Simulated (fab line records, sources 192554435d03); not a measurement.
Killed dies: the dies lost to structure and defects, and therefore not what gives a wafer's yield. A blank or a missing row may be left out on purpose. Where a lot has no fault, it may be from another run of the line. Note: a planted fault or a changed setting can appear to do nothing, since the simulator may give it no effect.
Which of the tools did it?    flow n5-finfet    29 wafers sampled from 10 lots at 1 step of a route of 1938

## WHAT EACH GAUGE READ, for each wafer
N5_BEOL_M10_OVL_MEAS_12.
lot   measured      on          M10_OVL (nm)
L626  day 10 17:30  overlay-02  -0.3 -0.2 -0.2
L627  day 11 22:32  overlay-01  -1.1 0.8 -0.2
L635  day 13 10:49  overlay-02  -0.1 -1.1 -0.6
L636  day 13 13:44  overlay-01  -0.4 -1.2
L637  day 13 17:37  overlay-02  -1.5 -1.4 -1.0
L641  day 16 05:38  overlay-02  -0.6 -1.3 -1.0
L644  day 16 10:23  overlay-02  -0.1 1.5 -0.4
L643  day 16 14:47  overlay-02  -0.8 -1.0 -1.8
L645  day 17 06:48  overlay-01  0.5 0.1 -0.1
L648  day 17 13:17  overlay-01  -0.6 0.8 0.4

## WHAT TOOL EACH LOT RAN ON (gives the tool, then ch and the chambers of the sampled wafers, and finally the start)
The record shows no process step preceding these readings.

## THE ANSWER, worked out from the rows above alone
Rule: usual is defined by the lots themselves. The widest of any qualifying gaps counts: lots, ordered by their means at a reading, are off when they make up no more than a third of the lots, leave a main group of 4 or more, and stand apart from it by 3 or more times the standard deviation of that group's means. Not used: any main group whose means are identical at the precision the tables above print for the reading. Also off: a lot with no number at a reading for which 4 or more lots have one. The other lots that the step has rows for count as sound.
Across all readings shown, no lot is off: no conclusion can be drawn from this.

## WHAT THE SIMULATOR PUT IN
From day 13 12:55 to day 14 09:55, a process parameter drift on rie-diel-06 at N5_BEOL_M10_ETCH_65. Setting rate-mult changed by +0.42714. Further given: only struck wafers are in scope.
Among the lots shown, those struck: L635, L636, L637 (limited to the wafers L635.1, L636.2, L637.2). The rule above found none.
